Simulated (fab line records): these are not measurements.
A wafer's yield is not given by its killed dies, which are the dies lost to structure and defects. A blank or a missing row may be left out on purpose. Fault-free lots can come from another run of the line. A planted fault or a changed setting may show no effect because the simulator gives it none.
Split-lot trial ; flow n5Finfet ; 7 lots, 21 wafers read, on a route of 1938 steps

## THE SPLIT
At N5_FIN_SAQP_SPACER1_ALD_24 (deposits SiO2, target thk 20.3 nm, pulse time 1 s, purge time 2 s), the setting tempC was moved away from the recipe's 300 C on 6 of the 21 wafers read, by -3.9% to +1.3%. All remaining wafers had this setting at the recipe value.

## THE PATH FROM SPLIT TO READING: the file shows 1 step between them
- N5_FIN_SAQP_SPACER1_ETCHBACK_25: etches SiO2 in CHF3/O2, target depth 24.4 nm, time 12.2 s

## THE READING
FIN_SAQP.cdNm (the simulator's own value, which no gauge read), in nm, at N5_FIN_SAQP_MANDREL1_REMOVE_56 (chemistry HBr/Cl2/O2, target a-Si, stops on SiNx, bt time 10 s). There is no usual value for it anywhere in the file. Here, 15 wafers ran the recipe; their average is 20.3 nm with a standard deviation of 0.12 nm.

wafer;tool, chamber at the split;tempC as run, C;against the recipe;FIN_SAQP.cdNm, nm;against lot-mates on the recipe
L078.3;aldSin-01, 0,2;300;recipe;20.4;-
L078.4;aldSin-01, 0,2;300;recipe;20.4;-
L078.5;aldSin-01, 3;304;+1.3%;20.4;+0.0
L080.1;aldSin-01, 3,2,0;300;recipe;20.4;-
L080.3;aldSin-01, 3,2,0;300;recipe;20.4;-
L080.6;aldSin-01, 3,2,0;300;recipe;20.4;-
L081.1;aldSin-04, 0,1;288.4;-3.9%;21.4;+1.2
L081.2;aldSin-04, 0,1;288.4;-3.9%;21.2;+1.0
L081.3;aldSin-04, 3;300;recipe;20.2;-
L083.2;aldSin-04, 1,3,3;300;recipe;20.2;-
L083.3;aldSin-04, 1,3,3;300;recipe;20.4;-
L083.5;aldSin-04, 1,3,3;300;recipe;20.6;-
L089.2;aldSin-01, 3,1;300;recipe;20.4;-
L089.4;aldSin-01, 3,1;300;recipe;20.2;-
L089.6;aldSin-01, 0;293.6;-2.1%;20.8;+0.5
L090.2;aldSin-04, 1,0,0;300;recipe;20.2;-
L090.3;aldSin-04, 1,0,0;300;recipe;20.2;-
L090.5;aldSin-04, 1,0,0;300;recipe;20.2;-
L096.2;aldSin-01, 1,2;295.5;-1.5%;20.6;+0.2
L096.3;aldSin-01, 1,2;295.5;-1.5%;20.8;+0.4
L096.4;aldSin-01, 3;300;recipe;20.4;-
When a row names more than one chamber, that row covers several wafers, and the file does not tell which wafer ran in which chamber.

FIT RESULTS
A straight line over all 21 wafers: FIN_SAQP.cdNm changes by -0.225 nm for each +1% of tempC; r = -0.90; the points scatter about the line by 0.14 nm.
The same after taking each lot's own level away (the mean of its wafers on the recipe; 21 wafers): -0.252 nm for each +1%; r = -0.94; scatter 0.12 nm.
That fit puts the effect of the largest move of tempC on the reading at 0.97 nm.
Measured against the standard deviation above, the lots' own levels, which go from 20.20 to 20.40 nm, span 1.7 times it.
In other words, the slope is changed by the lot-to-lot level; the two fits disagree.
Check: +0.872 nm against its lot-mates is what the line predicts for one of the wafers moved furthest among these (-3.9%) when that wafer is left out of the fit. Against them it came out at +1.2 nm.

## THE OTHER SPLITS THESE WAFERS WENT THROUGH
Other splits were also applied to these wafers ahead of the reading. Each is held against what the fit with the lots' levels taken away leaves over:
other split on the same wafers;wafers away from the commonest value;r with FIN_SAQP.cdNm (lot level and that fit taken away)
N5_FIN_SAQP_PECVD_06 timeS;6;-0.09
N5_FIN_SAQP_DESCUM_21 timeS;10;+0.05

## THE FILE'S OWN FIT
FIN_SAQP.cdNm changes by -0.245 nm for each +1% of tempC, r = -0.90.
